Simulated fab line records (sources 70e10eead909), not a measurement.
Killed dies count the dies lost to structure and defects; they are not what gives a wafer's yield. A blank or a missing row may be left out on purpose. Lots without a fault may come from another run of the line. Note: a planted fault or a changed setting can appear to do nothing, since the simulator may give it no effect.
Chamber matching || flow nand harc || NHARC_A_CHANNEL_FILL_D1_ALD_14 on ald hk-01 has 4 sister chambers
The step deposits SiO2, target thk 2.5 nm, pulse time 10 s, ald cycles 25. 24 wafers are shown with their chamber, then 12 later ones without.

## WAFERS PAIRED WITH THEIR CHAMBERS
{"wafer": "L075.1", "chamber": 2, "heater power w (W)": 462, "precursor pulse height rel": 0.990}
{"wafer": "L075.2", "chamber": 0, "heater power w (W)": 452, "precursor pulse height rel": 0.993}
{"wafer": "L075.5", "chamber": 2, "heater power w (W)": 468, "precursor pulse height rel": 0.984}
{"wafer": "L078.3", "chamber": 0, "heater power w (W)": 454, "precursor pulse height rel": 1.026}
{"wafer": "L078.5", "chamber": 3, "heater power w (W)": 540, "precursor pulse height rel": 1.032}
{"wafer": "L078.6", "chamber": 0, "heater power w (W)": 453, "precursor pulse height rel": 1.006}
{"wafer": "L080.3", "chamber": 3, "heater power w (W)": 539, "precursor pulse height rel": 0.994}
{"wafer": "L080.4", "chamber": 2, "heater power w (W)": 465, "precursor pulse height rel": 0.986}
{"wafer": "L080.6", "chamber": 0, "heater power w (W)": 443, "precursor pulse height rel": 0.963}
{"wafer": "L081.1", "chamber": 2, "heater power w (W)": 469, "precursor pulse height rel": 0.958}
{"wafer": "L081.4", "chamber": 0, "heater power w (W)": 455, "precursor pulse height rel": 1.000}
{"wafer": "L081.5", "chamber": 3, "heater power w (W)": 530, "precursor pulse height rel": 0.974}
{"wafer": "L082.1", "chamber": 2, "heater power w (W)": 463, "precursor pulse height rel": 1.033}
{"wafer": "L082.2", "chamber": 0, "heater power w (W)": 441, "precursor pulse height rel": 0.963}
{"wafer": "L082.3", "chamber": 1, "heater power w (W)": 530, "precursor pulse height rel": 1.007}
{"wafer": "L083.1", "chamber": 1, "heater power w (W)": 547, "precursor pulse height rel": 0.989}
{"wafer": "L083.3", "chamber": 0, "heater power w (W)": 448, "precursor pulse height rel": 0.995}
{"wafer": "L083.6", "chamber": 3, "heater power w (W)": 530, "precursor pulse height rel": 1.031}
{"wafer": "L085.2", "chamber": 2, "heater power w (W)": 491, "precursor pulse height rel": 1.016}
{"wafer": "L085.3", "chamber": 0, "heater power w (W)": 465, "precursor pulse height rel": 1.006}
{"wafer": "L085.6", "chamber": 2, "heater power w (W)": 483, "precursor pulse height rel": 0.987}
{"wafer": "L087.3", "chamber": 1, "heater power w (W)": 547, "precursor pulse height rel": 1.020}
{"wafer": "L087.4", "chamber": 2, "heater power w (W)": 474, "precursor pulse height rel": 0.980}
{"wafer": "L087.6", "chamber": 1, "heater power w (W)": 532, "precursor pulse height rel": 1.001}

SIGNATURES, as means of the wafers listed above
{"reading": "heater power w", "chamber 0": 451.38, "chamber 1": 539.00, "chamber 2": 471.88, "chamber 3": 534.75, "scatter within a chamber": 8.62}
{"reading": "precursor pulse height rel", "chamber 0": 0.99400, "chamber 1": 1.00425, "chamber 2": 0.99175, "chamber 3": 1.00775, "scatter within a chamber": 0.0223}
Rule: distance of a wafer from a chamber = root of the sum over the readings of ((wafer's reading minus chamber's mean) / reading's scatter) squared. The wafer belongs to the nearest chamber; if the next one is less than 2 further off, it can't be placed. How the scatter is found: for the shown wafers, subtract from each reading the mean of its chamber, square and add these, divide the total by (wafers less chambers), then take the root.

## WAFERS WHOSE CHAMBER IS MISSING
{"wafer": "L094.3", "heater power w (W)": 456, "precursor pulse height rel": 0.964}
{"wafer": "L094.5", "heater power w (W)": 477, "precursor pulse height rel": 0.994}
{"wafer": "L094.6", "heater power w (W)": 542, "precursor pulse height rel": 0.993}
{"wafer": "L093.1", "heater power w (W)": 533, "precursor pulse height rel": 0.981}
{"wafer": "L093.4", "heater power w (W)": 463, "precursor pulse height rel": 0.985}
{"wafer": "L093.5", "heater power w (W)": 547, "precursor pulse height rel": 0.998}
{"wafer": "L097.1", "heater power w (W)": 548, "precursor pulse height rel": 1.011}
{"wafer": "L097.2", "heater power w (W)": 463, "precursor pulse height rel": 0.960}
{"wafer": "L097.6", "heater power w (W)": 485, "precursor pulse height rel": 1.026}
{"wafer": "L096.1", "heater power w (W)": 555, "precursor pulse height rel": 0.996}
{"wafer": "L096.2", "heater power w (W)": 520, "precursor pulse height rel": 0.982}
{"wafer": "L096.5", "heater power w (W)": 526, "precursor pulse height rel": 1.003}

## CHAMBER TAKEN BY EACH
{"wafer": "L094.3", "from the rows above": "can't be placed: 0 or 2", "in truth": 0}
{"wafer": "L094.5", "from the rows above": 2, "in truth": 2}
{"wafer": "L094.6", "from the rows above": "can't be placed: 1 or 3", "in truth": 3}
{"wafer": "L093.1", "from the rows above": "can't be placed: 3 or 1", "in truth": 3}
{"wafer": "L093.4", "from the rows above": "can't be placed: 2 or 0", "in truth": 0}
{"wafer": "L093.5", "from the rows above": "can't be placed: 1 or 3", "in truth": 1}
{"wafer": "L097.1", "from the rows above": "can't be placed: 1 or 3", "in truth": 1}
{"wafer": "L097.2", "from the rows above": "can't be placed: 2 or 0", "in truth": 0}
{"wafer": "L097.6", "from the rows above": "can't be placed: 2 or 0", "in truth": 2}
{"wafer": "L096.1", "from the rows above": "can't be placed: 1 or 3", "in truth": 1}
{"wafer": "L096.2", "from the rows above": "can't be placed: 3 or 1", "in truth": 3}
{"wafer": "L096.5", "from the rows above": "can't be placed: 3 or 1", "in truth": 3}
Correct placement for 1 of the 12. Not placeable from these rows: 11 (in 11, the candidates include the true chamber). Placed wrongly: 0.
